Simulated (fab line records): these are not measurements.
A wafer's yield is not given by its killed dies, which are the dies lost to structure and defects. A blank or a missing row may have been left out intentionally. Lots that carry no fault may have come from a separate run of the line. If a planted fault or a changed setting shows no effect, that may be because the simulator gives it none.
fab line records	flow nand_harc	part 2 of 2: steps 4 to 6 of 6
[record] lots = 22	wafers = 66	last_day = 34
route steps=1302 shown P_M2@336 P_BONDPAD@372 A_CHANNEL_HOLE_D1@475 A_CHANNEL_FILL_D1@513 A_CHANNEL_HOLE_D2@593
lots that met no fault: from a run of the same line without faults
start_h: hours from the record's opening day to when the first of the lot's shown wafers began	wait_h: hours elapsed since this lot's preceding step	" unchanged from the row above	L1.1+2: a single row standing in for several wafers	- no value, or no start given	* or withheld: withheld	< > ~ a bound
route shown NAME@n: NAME is a module with steps in the file, n the number in the route of the first one	usual: mean/standard deviation of fault-free wafers	same: alike in all rows	chamber/n: place in a boat	sites: each site's reading	_std_site: standard deviation across them	_edge_site: the outer-site mean with the inner-site mean subtracted	radius_mm: for every site, how far away it sits from the centre of the wafer	mask NAME#n: copy n	behind: the tool/chamber that last shaped the wafer	hold: what put the lot on hold/how long, in hours/how the hold closed	device: which transistor (n, p or np) failed to switch	end of line: at the end of the route, the tests of the same wafers	step lacking rows: just its recipe	killed: count of dies lost to structure and defects at first sort (not the wafer's yield)	map: shows each die of a wafer: x if killed, . if not, _ if none is there
set.NAME: the setting the step ran with; set.NAME@STEP: the setting that earlier step ran with	model.NAME: the simulator's own value behind a step, which no gauge read
a sample of lots followed through the steps of the route, with each step as a table and each wafer as a row
services: a tool's chamber out of use, with start hour (start_h, from the record's first day; less than 0 if before it), hours out, and reason
[[steps]]
[step NHARC_A_CHANNEL_HOLE_D1_ETCH_25]
[recipe] bias_v = 5000	source_w = withheld	pressure_mtorr = 20	time_s = 1040.2	ar_flow_sccm = 375	c4f8_flow_sccm = 93.8	o2_flow_sccm = 31.2	temp_c = -20	target_depth_a = 15000	chemistry = C4F8/O2/Ar
[usual] drypump_motor_current_A = 6.1/0.35	he_backside_leak_sccm = 6.3/0.96	showerhead_plenum_p_Torr = 3.66/0.06	throttle_valve_pct = 32.234/0.0094
[same] time_s = 1040.2
lot.wafer	tool	chamber	start_h	wait_h	drypump_motor_current_A	he_backside_leak_sccm	rf_hours_counter_h	showerhead_plenum_p_Torr	throttle_valve_pct
L074.2	har_etch-01	0	183.20	0.6	5.8	6.0	91	3.73	32.236
L074.4	"	0	"	"	5.8	5.9	-	3.73	32.233
L074.3	"	1	"	"	6.1	5.0	-	3.62	32.248
L075.2	har_etch-02	0	190.98	0.6	6.7	6.9	293	3.76	32.242
L075.1	"	1	"	"	5.8	6.7	293	3.67	32.236
L075.5	"	1	"	"	5.8	6.7	-	3.67	32.231
L076.2	har_etch-02	1	212.72	0.7	5.8	6.8	305	3.67	32.232
L076.3	"	0	"	"	6.7	7.0	-	3.76	32.244
L076.5	"	0	"	"	6.7	6.9	-	3.76	32.226
L077.4	har_etch-01	0	214.77	0.7	5.7	6.0	-	3.72	32.229
L077.3	"	1	"	"	6.2	5.4	-	3.61	32.237
L077.5	"	0	"	"	5.7	5.9	-	3.72	32.229
L079.2	har_etch-01	0	226.60	0.6	5.7	6.1	117	3.71	32.223
L079.1	"	1	"	"	6.1	5.4	117	3.60	32.230
L079.4	"	0	"	"	5.8	6.0	-	3.71	32.250
L078.4	har_etch-02	1	232.21	0.7	5.8	6.6	-	3.66	32.234
L078.6	"	1	"	"	5.8	6.6	-	3.66	32.240
L078.5	"	0	"	"	6.6	6.9	-	3.75	32.237
L081.1	har_etch-01	1	245.02	0.7	6.1	5.2	125	3.60	32.230
L081.2	"	0	"	"	5.7	6.2	125	3.71	32.244
L081.5	"	1	"	"	6.1	5.4	-	3.60	32.237
L080.4	har_etch-02	0	245.46	0.7	6.7	6.8	-	3.74	32.243
L080.3	"	1	"	"	5.8	6.3	-	3.66	32.231
L080.6	"	1	"	"	5.8	6.6	-	3.66	32.226
L082.2	har_etch-01	0	265.01	0.7	5.7	6.1	133	3.71	32.220
L082.3	"	1	"	"	6.2	5.5	-	3.60	32.247
L082.4	"	0	"	"	5.7	6.2	-	3.71	32.219
L085.1	har_etch-02	0	292.61	0.7	6.6	7.1	354	3.73	32.228
L085.3	"	0	"	"	6.6	7.1	-	3.73	32.255
L085.6	"	0	"	"	6.6	7.1	-	3.73	32.233
L086.4	har_etch-01	0	306.16	0.7	5.7	6.2	-	3.69	32.238
L086.5	"	1	"	"	6.2	5.6	-	3.58	32.216
L086.6	"	0	"	"	5.8	6.3	-	3.69	32.247
L087.2	har_etch-02	0	308.59	0.6	6.6	7.3	366	3.72	32.246
L087.3	"	0	"	"	6.6	7.2	-	3.72	32.231
L087.4	"	1	"	"	5.8	6.2	-	3.64	32.232
L088.2	har_etch-02	1	327.64	0.6	5.8	6.4	373	3.63	32.227
L088.3	"	0	"	"	6.6	7.3	-	3.72	32.235
L088.5	"	1	"	"	5.8	6.7	-	3.63	32.238
L089.2	har_etch-02	0	331.98	0.7	6.6	7.3	377	3.72	32.239
L089.4	"	0	"	"	6.7	7.1	-	3.72	32.246
L089.5	"	1	"	"	5.8	6.8	-	3.63	32.235
L090.1	har_etch-01	0	353.46	0.7	5.7	6.1	179	3.68	32.238
L090.4	"	1	"	"	6.1	5.2	-	3.57	32.240
L090.5	"	0	"	"	5.7	6.4	-	3.68	32.228
L091.1	har_etch-01	1	357.77	0.7	6.2	5.7	183	3.57	32.234
L091.3	"	1	"	"	6.2	5.8	-	3.57	32.225
L091.5	"	0	"	"	5.7	6.2	-	3.68	32.234
L092.1	har_etch-02	0	358.82	1.3	6.6	7.4	403	3.70	32.240
L092.3	"	0	"	"	6.6	7.2	-	3.70	32.213
L092.5	"	0	"	"	6.6	7.2	-	3.70	32.239
L093.4	har_etch-01	0	370.08	0.7	5.8	6.4	-	3.67	32.222
L093.3	"	1	"	"	6.1	5.5	-	3.56	32.228
L093.5	"	0	"	"	5.8	6.6	-	3.67	32.247
L095.4	har_etch-01	1	392.96	0.7	6.2	5.7	-	3.55	32.227
L095.5	"	0	"	"	5.8	12.3	-	3.66	32.238
L095.6	"	1	"	"	6.2	5.6	-	3.55	32.224
L094.2	har_etch-01	1	396.67	0.6	6.1	5.6	213	3.55	32.233
L094.3	"	1	"	"	6.2	9.2	-	3.55	32.237
L094.4	"	0	"	"	5.7	6.5	-	3.66	32.227
L096.1	har_etch-02	1	401.91	0.7	5.8	5.2	7	3.62	32.221
L096.3	"	0	"	"	6.6	5.9	-	3.69	32.236
L096.6	"	0	"	"	6.6	5.8	-	3.69	32.235
L097.4	har_etch-01	1	423.36	0.7	6.1	5.7	-	3.54	32.236
L097.3	"	0	"	"	5.7	7.2	-	3.65	32.238
L097.5	"	1	"	"	6.1	5.7	-	3.54	32.233
[step NHARC_A_CHANNEL_FILL_D1_CMP_10]
[recipe] target_thk_nm = 150
[usual] motor_current_A = 12.2/1.4	time_to_endpoint_s = 14.9/2.4
lot.wafer	tool	chamber	start_h	wait_h	motor_current_A	time_to_endpoint_s
L074.3	cmp-03	0	237.42	0.4	10.7	16.1
L074.2	"	1	"	"	12.9	17.8
L074.4	"	3	"	"	14.9	14.7
L075.1	cmp-03	0	245.83	0.4	10.9	13.4
L075.2	"	1	"	"	12.9	12.9
L075.5	"	3	"	"	15.1	14.0
L076.3	cmp-03	1	265.49	0.4	12.1	16.0
L076.2	"	0	"	"	10.6	15.7
L076.5	"	1	"	"	13.1	16.1
L077.3	cmp-01	3	265.52	0.4	12.0	15.8
L077.4	"	1	"	"	14.4	14.5
L077.5	"	2	"	"	10.2	18.3
L079.2	cmp-03	3	278.65	0.4	14.5	14.3
L079.1	"	0	"	"	11.1	16.7
L079.4	"	1	"	"	13.3	15.8
L078.4	cmp-03	2	283.83	0.4	10.5	11.5
L078.5	"	2	"	"	10.5	13.8
L078.6	"	3	"	"	14.0	13.3
L080.3	cmp-04	0	296.32	0.4	10.2	13.2
L080.4	"	3	"	"	12.8	11.8
L080.6	"	1	"	"	11.9	8.7
L081.2	cmp-03	2	296.32	0.4	10.8	11.9
L081.1	"	3	"	"	14.1	13.0
L081.5	"	2	"	"	10.9	13.1
L082.3	cmp-04	3	315.48	0.4	12.3	18.0
L082.2	"	0	"	"	11.0	17.6
L082.4	"	1	"	"	11.6	14.8
L085.1	cmp-03	3	347.75	0.4	14.8	13.5
L085.3	"	0	"	"	11.3	14.6
L085.6	"	1	"	"	14.0	15.3
L086.4	cmp-01	3	356.45	0.4	12.1	20.1
L086.5	"	3	"	"	11.7	19.9
L086.6	"	0	"	"	12.1	18.9
L087.4	cmp-04	1	356.45	0.4	11.8	13.2
L087.2	"	2	"	"	12.8	12.2
L087.3	"	3	"	"	12.6	20.8
L088.3	cmp-04	1	379.24	0.4	12.2	14.5
L088.2	"	2	"	"	12.5	13.0
L088.5	"	1	"	"	11.7	12.6
L089.4	cmp-04	0	382.32	0.4	10.7	20.6
L089.2	"	2	"	"	11.4	14.3
L089.5	"	0	"	"	11.1	17.8
L090.4	cmp-01	2	407.55	0.4	10.3	16.9
L090.1	"	0	"	"	12.0	14.5
L090.5	"	2	"	"	10.4	16.5
L091.1	cmp-03	2	407.60	0.4	10.1	11.9
L091.3	"	3	"	"	14.9	14.4
L091.5	"	0	"	"	11.0	12.5
L092.1	cmp-04	1	411.25	0.4	12.3	14.3
L092.3	"	0	"	"	9.9	18.5
L092.5	"	2	"	"	12.3	16.7
L093.4	cmp-01	1	421.52	0.4	14.8	15.9
L093.3	"	3	"	"	11.8	14.0
L093.5	"	1	"	"	14.7	13.4
L095.4	cmp-03	0	443.14	0.4	10.8	16.2
L095.6	"	1	"	"	12.4	13.6
L095.5	"	2	"	"	10.7	14.6
L094.2	cmp-03	1	449.08	0.4	13.1	16.9
L094.3	"	2	"	"	10.6	13.5
L094.4	"	0	"	"	10.8	17.1
L096.1	cmp-03	3	455.17	0.4	14.0	13.7
L096.3	"	0	"	"	11.6	16.2
L096.6	"	3	"	"	14.3	12.4
L097.4	cmp-01	3	473.45	0.4	11.8	15.6
L097.3	"	0	"	"	12.6	13.8
L097.5	"	2	"	"	10.2	15.7
[step NHARC_A_CHANNEL_HOLE_D2_ETCH_21]
[recipe] bias_v = 3000	source_w = withheld	pressure_mtorr = 20	time_s = 514.3	ar_flow_sccm = 375	c4f8_flow_sccm = 89.3	o2_flow_sccm = 35.7	temp_c = -20	target_depth_a = 16000	chemistry = C4F8/O2/Ar
[usual] drypump_motor_current_A = 6.1/0.35	he_backside_leak_sccm = 6.3/0.85	showerhead_plenum_p_Torr = 3.63/0.061	throttle_valve_pct = 32.155/0.0086
[same] time_s = 514.3
lot.wafer	tool	chamber	start_h	wait_h	drypump_motor_current_A	he_backside_leak_sccm	rf_hours_counter_h	showerhead_plenum_p_Torr	throttle_valve_pct
L074.2	har_etch-01	1	297.37	0.3	6.2	5.2	154	3.59	32.137
L074.4	"	0	"	"	5.7	6.2	-	3.70	32.151
L074.3	"	1	"	"	6.2	5.5	-	3.59	32.157
L075.1	har_etch-02	1	299.70	0.3	5.8	6.1	359	3.64	32.152
L075.2	"	0	"	"	6.6	7.3	359	3.73	32.140
L075.5	"	0	"	"	6.6	7.2	-	3.73	32.141
L076.2	har_etch-02	1	320.79	0.3	5.8	6.2	367	3.64	32.157
L076.3	"	1	"	"	5.8	5.6	-	3.64	32.144
L076.5	"	0	"	"	6.7	7.4	-	3.73	32.167
L077.4	har_etch-01	0	321.37	0.3	5.7	6.1	-	3.69	32.161
L077.3	"	1	"	"	6.1	5.4	-	3.58	32.160
L077.5	"	1	"	"	6.1	5.5	-	3.58	32.161
L079.1	har_etch-02	0	345.48	0.5	6.6	7.3	390	3.71	32.159
L079.2	"	0	"	"	6.7	7.3	-	3.71	32.162
L079.4	"	0	"	"	6.7	7.3	-	3.71	32.164
L078.4	har_etch-01	0	346.94	0.3	5.7	6.4	-	3.69	32.153
L078.6	"	0	"	"	5.8	6.0	-	3.69	32.149
L078.5	"	1	"	"	6.1	5.4	-	3.58	32.158
L080.3	har_etch-01	0	359.45	0.3	5.7	6.6	-	3.68	32.147
L080.4	"	1	"	"	6.2	5.7	-	3.57	32.154
L080.6	"	1	"	"	6.2	5.7	-	3.57	32.155
L081.2	har_etch-02	1	361.80	0.3	5.8	6.5	382	3.63	32.161
L081.1	"	0	"	"	6.6	7.4	405	3.71	32.157
L081.5	"	1	"	"	5.8	6.3	-	3.63	32.162
L082.2	har_etch-02	0	369.76	0.3	6.6	7.5	413	3.70	32.162
L082.4	"	0	"	"	6.6	7.5	-	3.70	32.149
L082.3	"	1	"	"	5.8	6.7	-	3.63	32.153
L085.1	har_etch-02	0	408.12	0.3	6.7	5.9	8	3.69	32.149
L085.3	"	0	"	"	6.6	5.9	-	3.69	32.162
L085.6	"	1	"	"	5.8	5.2	-	3.62	32.153
L087.2	har_etch-01	1	416.45	0.3	6.2	5.6	226	3.55	32.151
L087.3	"	1	"	"	6.1	5.4	-	3.55	32.159
L087.4	"	0	"	"	5.8	6.6	-	3.66	32.157
L086.4	har_etch-02	0	418.34	0.3	6.6	6.0	-	3.69	32.164
L086.5	"	0	"	"	6.6	6.0	-	3.69	32.141
L086.6	"	1	"	"	5.8	5.2	-	3.61	32.136
L088.2	har_etch-01	0	442.53	0.3	5.7	7.0	238	3.65	32.156
L088.3	"	0	"	"	5.7	6.7	-	3.65	32.166
L088.5	"	0	"	"	5.7	7.1	-	3.65	32.145
L089.2	har_etch-01	1	446.77	0.3	6.1	5.7	242	3.54	32.155
L089.4	"	0	"	"	5.8	6.7	-	3.65	32.152
L089.5	"	0	"	"	5.8	6.7	-	3.65	32.169
L090.1	har_etch-02	1	463.22	0.3	5.8	5.6	38	3.60	32.160
L090.4	"	1	"	"	5.8	5.3	-	3.60	32.141
L090.5	"	0	"	"	6.6	6.0	-	3.68	32.160
L091.1	har_etch-01	0	463.73	0.3	5.7	6.9	253	3.64	32.158
L091.3	"	1	"	"	6.1	5.5	-	3.54	32.156
L091.5	"	0	"	"	5.7	7.1	-	3.65	32.171
L092.1	har_etch-02	0	470.15	0.3	6.7	6.1	42	3.67	32.149
L092.3	"	1	"	"	5.8	5.3	-	3.60	32.153
L092.5	"	1	"	"	5.8	5.6	-	3.60	32.149
L093.4	har_etch-01	1	486.03	0.3	6.1	5.7	-	3.53	32.154
L093.3	"	0	"	"	5.7	6.7	-	3.64	32.153
L093.5	"	1	"	"	6.1	5.8	-	3.53	32.161
L094.2	har_etch-01	0	504.78	0.3	5.7	7.0	272	3.63	32.148
L094.4	"	1	"	"	6.2	6.0	-	3.53	32.171
L094.3	"	0	"	"	5.8	7.1	-	3.63	32.155
L095.4	har_etch-02	1	508.71	0.3	5.8	5.6	-	3.59	32.169
L095.6	"	1	"	"	5.9	5.8	-	3.59	32.138
L095.5	"	0	"	"	6.6	6.0	-	3.66	32.147
L096.1	har_etch-01	1	508.89	0.3	6.2	5.8	276	3.52	32.161
L096.3	"	1	"	"	6.2	5.7	-	3.52	32.160
L096.6	"	1	"	"	6.1	5.8	-	3.52	32.149
L097.4	har_etch-01	0	525.71	0.3	5.7	6.9	-	3.63	32.152
L097.3	"	1	"	"	6.1	5.8	-	3.52	32.163
L097.5	"	1	"	"	6.1	5.7	-	3.52	32.155
[[services]]
tool	chamber	start_h	hours	kind
har_etch-02	-	121.30	3.1	repair
cmp-03	-	138.34	1.0	repair
rie_diel-08	1	144.82	85.5	repair
cmp-03	-	162.61	4.0	pm
rie_diel-08	-	190.80	9.0	pm
rie_diel-01	-	203.88	9.0	pm
rie_diel-08	2	211.86	9.1	repair
rie_diel-01	0	216.30	5.2	repair
rie_diel-08	3	247.54	8.2	repair
rie_diel-08	2	256.48	3.4	repair
cmp-03	-	260.61	4.0	pm
rie_diel-08	3	263.35	10.4	repair
rie_diel-01	0	296.60	7.8	repair
cmp-03	-	343.31	0.8	repair
cmp-03	-	350.88	3.5	repair
cmp-03	-	355.07	1.0	repair
cmp-03	-	358.61	4.0	pm
cmp-03	-	366.76	0.5	repair
har_etch-02	-	378.03	17.0	pm
cmp-03	-	409.11	0.8	repair
cmp-03	-	454.08	0.7	repair
cmp-03	-	456.61	4.0	pm
cmp-03	-	474.78	2.8	repair
cmp-03	-	508.27	3.7	repair
